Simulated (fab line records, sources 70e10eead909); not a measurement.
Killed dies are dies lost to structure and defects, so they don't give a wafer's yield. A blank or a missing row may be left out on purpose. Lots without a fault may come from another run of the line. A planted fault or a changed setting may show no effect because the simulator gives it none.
One fault seen from 2 desks | flow nand_harc | each desk has only its own numbers; what lay behind them comes last

THE TOOL OWNER'S DESK: pecvd_onon-03
The tool's own readings at NHARC_A_ONON_D2_DEP_19 (target thk 1000 nm): means of the sampled wafers that have a number, for each lot that ran on this tool. A lot is out of limits, marked OUT, if its mean lies more than 4 standard deviations from the usual mean; the brackets give that distance.
Columns: A = n2o_flow_sccm at NHARC_A_ONON_D2_DEP_19, usual 2000 sccm
lot  | first seen here | A
L395 | day 12 20:44    | 2002
L396 | day 13 16:20    | 2003
L398 | day 14 11:16    | 2005
L402 | day 15 18:34    | 1997
L405 | day 16 17:15    | 1998
L404 | day 16 17:43    | 2003
L408 | day 18 17:01    | 2002
L415 | day 21 16:22    | 1992
L416 | day 22 04:22    | 1995
This desk's finding: nothing out of limits on any of the 9 lots.

THE METROLOGY DESK
What the gauges read, lot by lot, whatever tool the lot ran on: means of the sampled wafers that have a number. A lot is out of limits, marked OUT, if its mean lies more than 4 standard deviations from the usual mean; the brackets give that distance.
Columns: A = thk_nm at NHARC_A_DECK1_JOINT_THK_MEAS_17, usual 45.0 nm; B = thk_nm at NHARC_A_ONON_D2_THK_MEAS_21, usual 1004 nm; C = thk_nm at NHARC_A_ONON_D2_THK_MEAS_30, usual 1002 nm; D = thk_nm at NHARC_A_ONON_D2_THK_MEAS_34, usual 200.4 nm
lot  | first seen here | A    | B              | C    | D
L395 | day 12 10:01    | 44.7 | 1005           | 1001 | 199.1
L396 | day 13 05:35    | 45.5 | 993            | 1008 | 201.3
L398 | day 14 00:08    | 44.9 | 994            | 994  | 200.5
L401 | day 15 07:56    | 45.5 | 1008           | 988  | 201.5
L400 | day 15 09:23    | 44.6 | 1013           | 997  | 199.1
L402 | day 15 09:29    | 45.5 | 1012           | 1006 | 201.0
L404 | day 16 06:55    | 45.9 | 1167 (+16) OUT | 1004 | 202.4
L405 | day 16 06:56    | 45.2 | 1176 (+17) OUT | 997  | 199.5
L403 | day 16 07:05    | 45.4 | 1006           | 1005 | 202.4
L408 | day 18 06:18    | 44.2 | 1104 (+10) OUT | 1013 | 200.2
L412 | day 19 19:41    | 45.4 | 1003           | 1004 | 198.2
L415 | day 21 05:45    | 45.4 | 992            | 1014 | 202.1
L416 | day 21 17:04    | 45.0 | 1005           | 1002 | 205.9
L417 | day 22 09:44    | 46.1 | 1008           | 1007 | 200.8
This desk's finding: out of limits on L404, L405, L408; first on L405, day 16 17:42 (thk_nm at NHARC_A_ONON_D2_THK_MEAS_21). In limits: L395, L396, L398, L401, L400, L402, L403, L412, L415, L416, L417.

PUT TOGETHER
The metrology desk could have raised an alarm at day 16 17:42, on L404, L405, L408.
The tool owner's desk saw nothing out of limits.
The tool owner's desk has L404, L405, L408 on record, within its limits.
Of the lots named, all ran NHARC_A_ONON_D2_DEP_19 on pecvd_onon-03.

WHAT THE SIMULATOR HAD PUT IN
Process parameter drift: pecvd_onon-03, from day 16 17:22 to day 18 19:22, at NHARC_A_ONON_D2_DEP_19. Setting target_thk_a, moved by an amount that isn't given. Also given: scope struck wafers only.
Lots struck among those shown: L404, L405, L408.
Hours from the fault's start to each desk's first reading out of limits: the metrology desk, 0.
